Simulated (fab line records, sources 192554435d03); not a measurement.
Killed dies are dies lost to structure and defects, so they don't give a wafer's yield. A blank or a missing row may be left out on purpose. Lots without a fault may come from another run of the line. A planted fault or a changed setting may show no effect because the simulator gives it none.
Which tool did it? | flow n5_finfet | 8 lots, 23 wafers sampled, at 1 step of a route of 1938

WHAT THE GAUGES READ, wafer by wafer
N5_BEOL_M4_RC_MEAS_101. Usual: DIBL_N 36.0 mV/V, standard deviation 1.6; DIBL_P 36.1 mV/V, standard deviation 2; IOFF_N 0.160 nA/um, standard deviation 0.029; IOFF_P 0.21 nA/um, standard deviation 0.039; ION_N 675 uA/um, standard deviation 13; ION_P 464 uA/um, standard deviation 8.8; SS_N 71.5 mV/dec, standard deviation 0.58; SS_P 73.3 mV/dec, standard deviation 0.65; VT_N 250 mV, standard deviation 3.3; VT_P -249 mV, standard deviation 3.6.
lot  | measured     | on        | DIBL_N (mV/V)  | DIBL_P (mV/V)  | IOFF_N (nA/um)    | IOFF_P (nA/um) | ION_N (uA/um) | ION_P (uA/um) | SS_N (mV/dec)  | SS_P (mV/dec)  | VT_N (mV)   | VT_P (mV)      | flag
L542 | day 10 04:10 | prober-02 | 35.8 37.9 38.2 | 35.5 37.8 37.7 | 0.150 0.186 0.192 | 0.20 0.24 0.24 | 677 688 688   | 467 472 466   | 71.9 72.2 71.8 | 73.4 73.6 73.8 | 249 245 245 | -253 -248 -248 |
L543 | day 10 18:43 | prober-02 | 36.3 36.4 37.7 | 36.7 37.4 38.8 | 0.166 0.165 0.180 | 0.23 0.25 0.26 | 679 678 672   | 463 471 458   | 72.5 72.9 72.1 | 72.7 73.8 73.5 | 248 249 248 | -246 -243 -247 |
L544 | day 10 20:14 | prober-01 | 38.9 38.3 37.0 | 40.7 39.9 38.5 | 0.232 0.210 0.171 | 0.32 0.31 0.26 | 697 696 671   | 482 487 474   | 72.8 71.8 72.0 | 74.6 74.6 73.7 | 244 245 252 | -243 -243 -245 |
L545 | day 10 22:04 | prober-02 | 35.3 35.9 36.4 | 34.1 35.1 35.6 | 0.138 0.154 0.165 | 0.19 0.20 0.21 | 681 678 694   | 470 472 474   | 70.5 70.8 72.1 | 73.3 72.9 73.4 | 251 250 247 | -252 -251 -250 |
L546 | day 10 22:27 | prober-01 | 35.6 36.5      | 34.9 37.6      | 0.155 0.178       | 0.22 0.27      | 652 689       | 457 474       | 71.7 71.2      | 72.7 74.2      | 250 247     | -248 -246      |
L549 | day 12 03:53 | prober-02 | 34.5 35.9 35.9 | 34.8 37.2 36.8 | 0.138 0.166 0.171 | 0.19 0.25 0.23 | 657 673 682   | 455 467 470   | 71.2 71.7 71.7 | 72.6 73.0 73.5 | 252 249 246 | -250 -246 -249 |
L556 | day 13 14:01 | prober-01 | 37.1 37.2 38.8 | 39.3 38.6 40.2 | 0.192 0.181 0.234 | 0.30 0.27 0.31 | 682 677 687   | 472 469 468   | 70.9 72.6 72.1 | 74.7 73.8 74.1 | 245 247 244 | -242 -246 -242 |
L555 | day 13 15:26 | prober-02 | 34.6 35.0 37.1 | 33.6 35.3 37.7 | 0.128 0.139 0.180 | 0.19 0.21 0.25 | 664 657 682   | 462 458 465   | 70.7 71.5 71.9 | 72.0 72.9 74.1 | 253 253 247 | -247 -251 -247 |

WHICH TOOL RAN EACH LOT (tool, then ch and the chambers of the sampled wafers, then the start)
The record holds no process step before these readings.

WHAT THE TOOLS THEMSELVES READ (means of the sampled wafers that have a number; where no wafer has one, the mark that the record gives instead)
The record holds no such reading with a usual standard deviation.

THE ANSWER, worked out from the rows above alone
Rule: a lot is off if the mean of its wafers that have a number lies more than 3 standard deviations from the usual mean. A lot without any number at a reading at which 4 lots or more have one is off too. The other lots that the step has rows for count as sound. The gauges are gone through in route order, then the tools' own readings, and for those a lot's mean is taken as printed above. The first step at which some lot is off is used, and at that step the reading that is off furthest; a lot without a number counts as furthest.
No lot is off at any reading shown: from this, nothing can be told.

WHAT THE SIMULATOR HAD PUT IN
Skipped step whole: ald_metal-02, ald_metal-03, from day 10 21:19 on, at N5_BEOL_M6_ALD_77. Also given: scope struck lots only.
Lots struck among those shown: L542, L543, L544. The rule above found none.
